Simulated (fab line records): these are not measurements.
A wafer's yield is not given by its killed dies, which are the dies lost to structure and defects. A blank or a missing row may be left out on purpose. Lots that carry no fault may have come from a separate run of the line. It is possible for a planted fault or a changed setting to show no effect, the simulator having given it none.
fab line records ; flow nandHarc
record lots=5; wafers=13; lastDay=24
route steps=1159 shown A_STAIRCASE@522 A_SGD_CUT@761 END@1159
lots that met no fault: from a run of the same line without faults
startH: hours from the record's first day to the start of the lot's first wafer shown ; waitH: hours elapsed since this lot's preceding step ; " same as the row above ; L1.1+2: one row covering several wafers at once ; - no value, or no start was given ; * or withheld: withheld ; < > ~ a bound
route shown NAME@n: names a module that has steps shown in the file, with the first one's number in the route ; usual: mean and standard deviation over wafers with no fault ; same: alike in all rows ; chamber/n: place in a boat ; sites: per-site readings ; _std_site: their standard deviation ; _edge_site: inner sites' mean taken away from outer sites' mean ; radiusMm: for every site, how far away it sits from the centre of the wafer ; mask NAME#n: copy n ; behind: the last tool/chamber to shape the wafer ; hold: why the lot went on hold/how many hours it stayed there/how the hold came to an end ; device: the transistor (n, p or np) that didn't switch ; end of line: the same wafers' tests at the end of the route ; a step with no rows: only its recipe ; killed: dies that structure and defects cost at the first sort, which is not the same as the wafer's yield ; map: the dies of a wafer, with x for killed, . for not killed, _ for no die there
set.NAME: setting as actually run; set.NAME@STEP: the setting as run at that earlier step ; model.NAME: the simulator's own value behind a step, which no gauge read
lots at selected steps of the route; one table per step, one row per wafer
services: from which hour (startH, from the record's first day; less than 0 if before it) a tool's chamber was out of use, for how many hours, and why
## steps
# step NHARC_A_STAIRCASE_COAT_160
# recipe spinRpm=1200
# step NHARC_A_STAIRCASE_SOFTBAKE_161
# recipe tempC=135; timeS=170
# step NHARC_A_STAIRCASE_EBR_162
# step NHARC_A_STAIRCASE_EXPOSE_163
# recipe na=0.5; doseMj=20.01; maskId=STAIR_OPEN
# step NHARC_A_STAIRCASE_PEB_164
# recipe pebTempC=115; pebTimeS=130
# step NHARC_A_STAIRCASE_DEVELOP_165
# recipe timeS=140
# step NHARC_A_STAIRCASE_HARDBAKE_167
# recipe tempC=120; timeS=140
# step NHARC_A_STAIRCASE_DESCUM_168
# recipe timeS=3; o2FlowSccm=200; arFlowSccm=0; biasPowerW=0; chemistry=O2
# step NHARC_A_STAIRCASE_ETCH_169
# recipe targetDepthA=500; timeS=107.1; ionEnergyEv=120; ch3fFlowSccm=50; o2FlowSccm=30; arFlowSccm=200; rfW=500; biasW=100; chemistry=CH3F/O2
# step NHARC_A_STAIRCASE_ETCH_170
# recipe targetDepthA=2000; timeS=66.667; ionEnergyEv=250; c4f6FlowSccm=25; o2FlowSccm=20; arFlowSccm=500; rfW=600; biasW=500; chemistry=C4F6/O2
# usual drypumpMotorCurrentA=5.6/0.38; oesProductAu=0.969/0.015; rfVppV=548/3.5; showerheadPlenumPTorr=3.98/0.16; throttleValvePct=26.904/0.0091
# same timeS=66.667
lot.wafer;tool;chamber;startH;waitH;drypumpMotorCurrentA;oesProductAu;rfHoursCounterH;rfVppV;showerheadPlenumPTorr;throttleValvePct
L480.3;rieDiel-06;0;-;-;5.7;0.979;2;549;4.01;26.906
L480.2;rieDiel-06;1;-;-;5.7;0.955;1;544;3.83;26.894
L480.5;rieDiel-06;3;-;-;4.8;0.961;-;551;4.10;26.897
L479.3;rieDiel-06;1;-;-;5.7;0.960;2;544;3.83;26.918
L479.2;rieDiel-06;3;-;-;4.8;0.942;3;549;4.10;26.908
L479.4;rieDiel-06;0;-;-;5.7;0.956;3;547;4.01;26.898
L482.1;rieDiel-06;1;-;-;5.7;0.970;8;544;3.83;26.915
L482.3;rieDiel-06;2;-;-;5.5;0.995;6;550;4.12;26.882
L482.5;rieDiel-06;1;-;-;5.7;0.972;-;546;3.83;26.910
L490.3;rieDiel-06;1;-;-;5.7;0.974;23;544;3.82;26.912
L490.4;rieDiel-06;2;-;-;5.5;0.990;21;549;4.11;26.896
L490.1;rieDiel-06;3;-;-;4.8;0.965;23;551;4.08;26.902
L494.1;rieDiel-06;3;-;-;4.8;0.947;36;550;4.08;26.893
# step NHARC_A_STAIRCASE_STRIP_171
# recipe powerW=1500; tempC=250; chemistry=O2
# usual drypumpMotorCurrentA=5.7/0.33; heaterPowerW=351/27
lot.wafer;tool;chamber;startH;waitH;drypumpMotorCurrentA;heaterPowerW;rfHoursCounterH
L480.2;plasmaAsher-02;0;257.05;-;5.3;334;20
L480.3;plasmaAsher-02;1;257.05;-;5.4;365;-
L480.5;plasmaAsher-02;1;257.05;-;5.5;377;-
L479.2;plasmaAsher-02;0;262.08;-;5.2;328;22
L479.4;plasmaAsher-02;1;262.08;-;5.5;368;-
L479.3;plasmaAsher-02;0;262.08;-;5.2;339;-
L482.1;plasmaAsher-02;1;277.87;-;5.4;364;29
L482.3;plasmaAsher-02;1;277.87;-;5.5;367;-
L482.5;plasmaAsher-02;1;277.87;-;5.5;382;-
L490.1;plasmaAsher-01;0;321.23;-;6.0;385;10
L490.3;plasmaAsher-01;1;321.23;-;6.1;318;-
L490.4;plasmaAsher-01;0;321.23;-;5.9;395;-
L494.1;plasmaAsher-01;0;357.06;-;5.9;379;21
# step NHARC_A_STAIRCASE_STRIP_172
# recipe timeS=900; tempC=130; chemistry=SPM
# usual bathHeatDutyPct=14.9/1.8
# same timeS=900
lot.wafer;tool;chamber;startH;waitH;bathHeatDutyPct
L480.2;wetBench-07;2;257.36;0.3;15.6
L480.3;wetBench-07;5;257.36;0.3;14.5
L480.5;wetBench-07;6;257.36;0.3;15.3
L479.4;wetBench-04;1;262.40;0.2;16.3
L479.2;wetBench-04;3;262.40;0.2;13.1
L479.3;wetBench-04;4;262.40;0.2;13.4
L482.1;wetBench-04;2;278.17;0.3;14.9
L482.3;wetBench-04;5;278.17;0.3;16.3
L482.5;wetBench-04;6;278.17;0.3;11.7
L490.1;wetBench-04;7;321.53;0.3;15.8
L490.4;wetBench-04;0;321.53;0.3;12.4
L490.3;wetBench-04;1;321.53;0.3;14.6
L494.1;wetBench-07;0;357.43;0.3;17.3
# step NHARC_A_STAIRCASE_PRECLEAN_173
# recipe timeS=*; tempC=50; bathAgeMin=0; chemistry=SC1
# step NHARC_A_STAIRCASE_SRD_174
# step NHARC_A_STAIRCASE_DEHYDRATE_01
# recipe tempC=150; timeS=120
# step NHARC_A_STAIRCASE_HMDS_02
# recipe timeS=30
# step NHARC_A_STAIRCASE_COAT_03
# recipe spinRpm=1200
# step NHARC_A_STAIRCASE_SOFTBAKE_04
# recipe tempC=135; timeS=170
# step NHARC_A_STAIRCASE_EBR_05
# step NHARC_A_STAIRCASE_EXPOSE_06
# recipe na=0.5; doseMj=25.43; maskId=STAIR
# step NHARC_A_STAIRCASE_PEB_07
# recipe pebTempC=115; pebTimeS=130
# step NHARC_A_STAIRCASE_DEVELOP_08
# recipe timeS=140
# step NHARC_A_STAIRCASE_HARDBAKE_10
# recipe tempC=120; timeS=140
# step NHARC_A_STAIRCASE_DESCUM_11
# recipe timeS=3; o2FlowSccm=200; arFlowSccm=0; biasPowerW=0; chemistry=O2
# step NHARC_A_STAIRCASE_TRIM_12
# recipe timeS=211.2; o2FlowSccm=500; arFlowSccm=0; biasW=0; chemistry=O2
# step NHARC_A_STAIRCASE_ETCH_13
# recipe targetDepthA=1000; timeS=40.5; ionEnergyEv=400; c4f8FlowSccm=20; o2FlowSccm=10; arFlowSccm=withheld; rfW=600; biasW=1000; chemistry=C4F8/O2
# usual oesProductAu=0.933/0.015; rfVppV=898/5.3
# same timeS=40.5
lot.wafer;tool;chamber;startH;waitH;oesProductAu;rfHoursCounterH;rfVppV
L480.2;rieDiel-06;2;-;-;0.968;0;902
L480.3;rieDiel-06;1;-;-;0.937;2;892
L480.5;rieDiel-06;3;-;-;0.934;-;901
L479.4;rieDiel-13;2;-;-;0.920;59;895
L479.2;rieDiel-13;3;-;-;0.924;57;887
L479.3;rieDiel-13;1;-;-;0.920;59;897
L482.1;rieDiel-06;0;-;-;0.940;9;898
L482.3;rieDiel-06;2;-;-;0.953;6;903
L482.5;rieDiel-06;0;-;-;0.933;-;899
L490.1;rieDiel-07;0;-;-;0.930;31;902
L490.4;rieDiel-07;2;-;-;0.903;31;904
L490.3;rieDiel-07;3;-;-;0.936;32;899
L494.1;rieDiel-07;1;-;-;0.915;46;898
# step NHARC_A_STAIRCASE_TRIM_14
# recipe timeS=211.2; o2FlowSccm=500; arFlowSccm=0; biasW=0; chemistry=O2
# step NHARC_A_STAIRCASE_ETCH_15
# recipe targetDepthA=1000; timeS=40.5; ionEnergyEv=400; c4f8FlowSccm=20; o2FlowSccm=10; arFlowSccm=withheld; rfW=600; biasW=1000; chemistry=C4F8/O2
# step NHARC_A_STAIRCASE_TRIM_16
# recipe timeS=211.2; o2FlowSccm=500; arFlowSccm=0; biasW=0; chemistry=O2
# step NHARC_A_STAIRCASE_ETCH_17
# recipe targetDepthA=1000; timeS=40.5; ionEnergyEv=400; c4f8FlowSccm=20; o2FlowSccm=10; arFlowSccm=withheld; rfW=600; biasW=1000; chemistry=C4F8/O2
# step NHARC_A_STAIRCASE_TRIM_18
# recipe timeS=211.2; o2FlowSccm=500; arFlowSccm=0; biasW=0; chemistry=O2
# step NHARC_A_STAIRCASE_ETCH_19
# recipe targetDepthA=1000; timeS=40.5; ionEnergyEv=400; c4f8FlowSccm=20; o2FlowSccm=10; arFlowSccm=withheld; rfW=600; biasW=1000; chemistry=C4F8/O2
# usual oesProductAu=0.936/0.013; rfVppV=899/5.3
# same timeS=40.5
lot.wafer;tool;chamber;startH;waitH;oesProductAu;rfHoursCounterH;rfVppV
L480.3;rieDiel-06;3;-;-;0.927;2;902
L480.2;rieDiel-06;1;-;-;0.931;2;892
L480.5;rieDiel-06;0;-;-;0.939;-;898
L479.4;rieDiel-13;1;-;-;0.934;60;895
L479.3;rieDiel-13;2;-;-;0.928;60;895
L479.2;rieDiel-13;3;-;-;0.931;58;888
L482.1;rieDiel-06;0;-;-;0.954;10;898
L482.3;rieDiel-06;2;-;-;0.946;7;901
L482.5;rieDiel-06;0;-;-;0.950;-;897
L490.3;rieDiel-07;2;-;-;0.924;33;904
L490.4;rieDiel-07;3;-;-;0.953;33;897
L490.1;rieDiel-07;0;-;-;0.932;32;903
L494.1;rieDiel-07;3;-;-;0.954;46;897
# step NHARC_A_STAIRCASE_TRIM_20
# recipe timeS=211.2; o2FlowSccm=500; arFlowSccm=0; biasW=0; chemistry=O2
# step NHARC_A_STAIRCASE_ETCH_21
# recipe targetDepthA=1000; timeS=40.5; ionEnergyEv=400; c4f8FlowSccm=20; o2FlowSccm=10; arFlowSccm=withheld; rfW=600; biasW=1000; chemistry=C4F8/O2
# step NHARC_A_STAIRCASE_TRIM_22
# recipe timeS=211.2; o2FlowSccm=500; arFlowSccm=0; biasW=0; chemistry=O2
# step NHARC_A_STAIRCASE_ETCH_23
# recipe targetDepthA=1000; timeS=40.5; ionEnergyEv=400; c4f8FlowSccm=20; o2FlowSccm=10; arFlowSccm=withheld; rfW=600; biasW=1000; chemistry=C4F8/O2
# usual oesProductAu=0.936/0.014; rfVppV=898/5.7
# same timeS=40.5
lot.wafer;tool;chamber;startH;waitH;oesProductAu;rfHoursCounterH;rfVppV
L480.3;rieDiel-06;1;-;-;0.935;2;893
L480.2;rieDiel-06;3;-;-;0.924;2;902
L480.5;rieDiel-06;1;-;-;0.930;-;893
L479.4;rieDiel-13;3;-;-;0.944;58;887
L479.3;rieDiel-13;0;-;-;0.954;61;887
L479.2;rieDiel-13;1;-;-;0.960;60;895
L482.1;rieDiel-06;0;-;-;0.928;11;898
L482.3;rieDiel-06;1;-;-;0.911;10;893
L482.5;rieDiel-06;0;-;-;0.927;-;898
L490.3;rieDiel-13;1;-;-;0.937;15;896
L490.1;rieDiel-13;3;-;-;0.950;14;888
L490.4;rieDiel-13;1;-;-;0.935;-;895
L494.1;rieDiel-07;2;-;-;0.933;49;903
# step NHARC_A_STAIRCASE_TRIM_24
# recipe timeS=211.2; o2FlowSccm=500; arFlowSccm=0; biasW=0; chemistry=O2
# step NHARC_A_STAIRCASE_ETCH_25
# recipe targetDepthA=1000; timeS=40.5; ionEnergyEv=400; c4f8FlowSccm=20; o2FlowSccm=10; arFlowSccm=withheld; rfW=600; biasW=1000; chemistry=C4F8/O2
# step NHARC_A_STAIRCASE_TRIM_26
# recipe timeS=211.2; o2FlowSccm=500; arFlowSccm=0; biasW=0; chemistry=O2
# step NHARC_A_SGD_CUT_DESCUM_14
# recipe timeS=3; o2FlowSccm=200; arFlowSccm=0; biasPowerW=0; chemistry=O2
# usual drypumpMotorCurrentA=5.6/0.49; oesProductAu=0.997/0.014; rfVppV=58.0/0.78; showerheadPlenumPTorr=1.95/0.065; throttleValvePct=11.311/0.0092
# same biasPowerW=0; timeS=3
lot.wafer;tool;chamber;startH;waitH;hold;drypumpMotorCurrentA;oesProductAu;rfHoursCounterH;rfVppV;showerheadPlenumPTorr;throttleValvePct
L480.3;rieDiel-01;0;328.04;0.1;-;6.0;0.955;0;58.0;1.97;11.315
L480.2;rieDiel-01;1;328.04;0.1;-;6.3;0.992;0;57.0;2.04;11.307
L480.5;rieDiel-01;3;328.04;0.1;-;5.4;0.996;-;57.5;1.86;11.308
L479.4;rieDiel-01;1;334.72;0.1;-;6.3;0.992;1;59.0;2.04;11.323
L479.2;rieDiel-01;2;334.72;0.1;-;6.5;1.004;1;57.8;1.95;11.319
L479.3;rieDiel-01;0;334.72;0.1;-;6.0;0.964;1;57.5;1.96;11.299
L482.1;rieDiel-04;0;363.79;0.1;-;6.1;1.015;5;58.0;1.95;11.303
L482.3;rieDiel-04;2;363.79;0.1;-;4.8;1.008;8;58.7;1.96;11.314
L482.5;rieDiel-04;2;363.79;0.1;-;4.9;1.009;-;59.7;1.96;11.293
L490.1;rieDiel-02;1;396.79;0.1;-;5.0;1.008;6;58.0;1.96;11.298
L490.4;rieDiel-02;2;396.79;0.1;-;6.2;0.997;7;57.9;1.95;11.305
L490.3;rieDiel-02;3;396.79;0.1;-;5.5;0.984;7;58.1;2.04;11.304
L494.1;rieDiel-01;3;435.56;3.1;awaitDispo/3.1h/release;5.4;0.996;9;58.1;1.86;11.300
# step NHARC_END_SORT_01
# recipe tempC=25
# usual killedAtArray=25/7.8; killedAtOther=0.6/0.81; killedAtPeriphery=3.3/2.2; killedDies=29/8.2; killedOpen=3.5/1.9; killedShort=1.8/1.3
# same grossDies=677
lot.wafer;tool;chamber;startH;waitH;killedAtArray;killedAtOther;killedAtPeriphery;killedDies;killedOpen;killedShort
L480.3;prober-02;0;447.82;3.1;20;0;3;23;3;2
L482.1;prober-02;0;490.28;2.5;31;0;3;34;2;1
L482.3;prober-02;0;491.85;3.1;29;1;1;31;5;2
L482.5;prober-02;0;493.43;3.7;21;1;1;23;2;4
L490.1;prober-01;0;539.07;2.5;50;0;7;57;5;4
L490.3;prober-01;0;540.66;3.1;30;0;3;33;4;0
L490.4;prober-01;0;541.46;3.4;39;0;11;50;5;1
L494.1;prober-01;0;566.68;2.5;50;0;1;51;1;1
# killed by level:class
L480.3 A_CHANNEL_HOLE_D1:chamberFilmFlake=8 A_CONTACT:geometricParticle:open=2 A_ZERO_WELL:chamberFilmFlake=2 A_STAIRCASE:chamberFilmFlake=2 A_SGD_CUT:chamberFilmFlake=2 P_M1:geometricParticle:open=1 A_CHANNEL_FILL_D1:geometricParticle:short=1 A_WL_FILL:geometricParticle:short=1
L482.1 A_SLIT:chamberFilmFlake=14 A_CONTACT:chamberFilmFlake=6 A_CHANNEL_HOLE_D1:chamberFilmFlake=3 P_GATE:chamberFilmFlake=2 A_CHANNEL_FILL_D1:chamberFilmFlake=2 P_CONTACT:geometricParticle:open=1 A_SOURCE_PLATE:geometricParticle:open=1 A_SGD_CUT:geometricParticle:short=1
L482.3 A_SLIT:chamberFilmFlake=14 A_CONTACT:chamberFilmFlake=4 A_CHANNEL_HOLE_D1:chamberFilmFlake=3 A_CHANNEL_FILL_D1:geometricParticle:short=2 A_CHANNEL_FILL_D1:chamberFilmFlake=2 P_GATE:geometricParticle:open=1 A_WL_FILL:geometricParticle:open=1 A_CONTACT:geometricParticle:open=1
L482.5 A_SLIT:chamberFilmFlake=15 A_SOURCE_PLATE:geometricParticle:short=1 A_ONON_D1:geometricParticle:short=1 A_CHANNEL_FILL_D1:geometricParticle:short=1 A_CONTACT:geometricParticle:short=1 A_CONTACT:geometricParticle:open=1 A_M0:geometricParticle:open=1 P_GATE:chamberFilmFlake=1
L490.1 A_SLIT:chamberFilmFlake=17 A_CHANNEL_HOLE_D1:chamberFilmFlake=16 P_M1:chamberFilmFlake=6 A_CONTACT:geometricParticle:short=3 A_CONTACT:chamberFilmFlake=3 A_CONTACT:geometricParticle:open=2 A_STAIRCASE:chamberFilmFlake=2 A_CHANNEL_FILL_D1:geometricParticle:open=1
L490.3 A_SLIT:chamberFilmFlake=13 A_CHANNEL_HOLE_D1:chamberFilmFlake=7 A_ZERO_WELL:chamberFilmFlake=3 A_CONTACT:chamberFilmFlake=3 P_CONTACT:geometricParticle:open=1 P_M0:geometricParticle:open=1 A_ONON_D1:geometricParticle:open=1 A_CHANNEL_HOLE_D1:geometricParticle:open=1
L490.4 A_SLIT:chamberFilmFlake=16 A_CHANNEL_HOLE_D1:chamberFilmFlake=15 P_M1:chamberFilmFlake=8 A_CONTACT:geometricParticle:open=2 A_CONTACT:chamberFilmFlake=2 P_GATE:geometricParticle:open=1 P_CONTACT:geometricParticle:open=1 P_M0:geometricParticle:short=1
L494.1 A_STAIRCASE:unspecified=29 A_CHANNEL_HOLE_D1:chamberFilmFlake=14 A_CONTACT:chamberFilmFlake=4 A_CHANNEL_FILL_D1:geometricParticle:short=1 A_CHANNEL_FILL_D1:geometricParticle:open=1 P_ZERO_WELL:chamberFilmFlake=1 A_STAIRCASE:chamberFilmFlake=1
# map L494.1 (x killed, . not)
____________.____________
_________......._________
_______..........._______
______..........x.x______
_____.............xx_____
____..............xxx____
____..............xx.____
___................xxx___
___.............x...x.___
__xx................x..__
__xx..............x....__
_xxx...............xx..._
_xxxx..................._
_xxx............x.x....._
_xxx....x..............._
_xx....................._
xxxx.....................
xx.......................
xxx......................
.x.......................
.........................
_......................._
_......................._
_......................._
_......................._
_.....................x._
__.....................__
__.....................__
___...................___
___...................___
____.................____
____.................____
_____..............._____
______.............______
_______..........._______
_________......._________
____________.____________
# map L480.3 (x killed, . not)
____________.____________
_________......._________
_______..........._______
______...........xx______
_____.............x._____
____.......x.....x.xx____
____.................____
___.................xx___
___................x..___
__.................x...__
__..............x......__
_.................x....._
_.............x........._
_.....................x._
_......................._
_....................x.._
.........................
......................x..
.........................
..........x..............
.........................
_.........x............._
_......................._
_......................._
_......................._
_......................._
__......x..............__
__.....................__
___.............x.....___
___...................___
____.................____
____..........x......____
_____..............._____
______.............______
_______.........x._______
_________......._________
____________.____________
## services
tool;chamber;startH;hours;kind
rieDiel-06;2;239.20;17.2;repair
rieDiel-06;-;241.58;9.0;pm
wetBench-07;-;272.05;8.0;pm
rieDiel-13;-;276.13;9.0;pm
plasmaAsher-01;-;276.40;9.0;pm
rieDiel-02;2;277.86;7.2;repair
rieDiel-01;3;283.11;7.3;repair
rieDiel-13;2;286.64;8.8;repair
rieDiel-04;-;289.00;9.0;pm
rieDiel-06;1;303.21;7.4;repair
rieDiel-07;1;304.31;1.4;repair
rieDiel-01;-;314.80;9.0;pm
rieDiel-06;-;323.32;2.1;repair
rieDiel-01;-;324.20;1.0;repair
rieDiel-07;-;325.65;0.8;repair
rieDiel-06;0;338.06;2.3;repair
wetBench-04;-;339.34;8.0;pm
wetBench-04;-;354.28;1.1;repair
plasmaAsher-02;-;360.32;9.0;pm
plasmaAsher-01;-;388.09;18.8;repair
rieDiel-13;1;399.79;10.7;repair
rieDiel-07;-;405.74;9.0;pm
plasmaAsher-01;-;411.46;4.2;repair
rieDiel-06;-;418.58;9.0;pm
## key
firstSign step=NHARC_END_SORT_01; reading=killedAtArray; direction=up; sigmas=3.2; usual=25; struck=50
effect step=NHARC_END_SORT_01; reading=killedDies; direction=up; sigmas=2.6; usual=29; struck=51
moreKillsBornAt NHARC_A_STAIRCASE_STRIP_172@wetBench-07=29
metAt NHARC_A_STAIRCASE_STRIP_172
struckWafers L494.1
testerLeftOut L494
alsoFits time
fault kind=chamberParticleSource; tool=wetBench-07; chamber=0; onsetH=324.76; steps=NHARC_A_STAIRCASE_STRIP_172; ratePerVisitCm2=0.63801; endH=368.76
# testerLeftOut: of these lots the tester's yield and bins aren't shown, on N5 and GAA mostly nor the transistor test; their killed dies are dies lost to structure and defects alone, not to doping, threshold or leakage, so they don't give the yield
